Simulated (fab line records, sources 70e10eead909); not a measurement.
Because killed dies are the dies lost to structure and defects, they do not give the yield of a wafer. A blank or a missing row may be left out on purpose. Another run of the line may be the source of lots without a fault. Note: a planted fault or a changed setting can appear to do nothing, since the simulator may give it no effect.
Chamber matching	flow nand_harc	NHARC_A_STAIRCASE_TRIM_12 on rie_diel-03: 4 sister chambers
The step chemistry O2, time 211.2 s. 18 wafers are shown with their chamber, then 9 later ones without.

WAFERS, EACH WITH ITS CHAMBER
wafer	chamber	showerhead_plenum_p_Torr (Torr)	oes_product_au (a.u.)	rf_vpp_V (V)
L074.1	0	3.40	1.014	58.3
L074.2	2	3.56	0.990	56.7
L074.6	2	3.56	0.997	57.5
L076.1	1	3.29	1.010	57.9
L076.2	0	3.40	1.018	57.0
L076.5	1	3.29	1.009	57.1
L081.1	1	3.29	1.006	56.6
L081.3	3	3.60	1.021	57.5
L081.6	3	3.60	1.015	58.2
L086.2	1	3.28	0.994	56.6
L086.3	3	3.59	1.004	58.2
L086.6	3	3.59	1.002	57.1
L088.4	0	3.38	0.991	57.4
L088.5	3	3.59	1.004	58.6
L088.6	1	3.28	0.992	57.3
L090.2	3	3.59	0.995	58.5
L090.3	2	3.56	0.990	58.5
L090.6	3	3.59	0.996	56.7

SIGNATURES (means of the wafers above)
reading	chamber 0	chamber 1	chamber 2	chamber 3	scatter within a chamber
showerhead_plenum_p_Torr	3.3933	3.2860	3.5600	3.5929	0.00615
oes_product_au	1.00767	1.00220	0.99233	1.00529	0.00963
rf_vpp_V	57.567	57.100	57.567	57.829	0.703
Rule: for each reading, subtract the chamber's mean from the wafer's reading, divide by that reading's scatter and square the result; add these up over the readings and take the root, which gives the wafer's distance from the chamber. If the next closest chamber is less than 2 further off than the closest, the wafer can't be placed; otherwise it belongs to the closest. The scatter: take each reading less its chamber's mean, square it, sum over the shown wafers, divide by the number of wafers less the number of chambers, and take the root.

WAFERS WHOSE CHAMBER IS MISSING
wafer	showerhead_plenum_p_Torr (Torr)	oes_product_au (a.u.)	rf_vpp_V (V)
L092.1	3.37	0.999	56.1
L092.5	3.58	1.014	57.6
L092.6	3.55	0.987	58.1
L094.1	3.37	0.998	57.8
L094.3	3.55	0.999	57.4
L094.6	3.55	0.995	59.2
L097.2	3.36	0.990	57.7
L097.4	3.26	0.996	57.7
L097.5	3.26	1.003	57.6

THE CHAMBER EACH PASSED THROUGH
wafer	from the rows above	in truth
L092.1	0	0
L092.5	can't be placed: 3 or 2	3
L092.6	2	2
L094.1	0	0
L094.3	2	2
L094.6	2	2
L097.2	0	0
L097.4	1	1
L097.5	1	1
Correctly placed: 8 of 9. Can't be placed from these rows: 1 (the true chamber is among the candidates in 1). 0 placed wrongly.
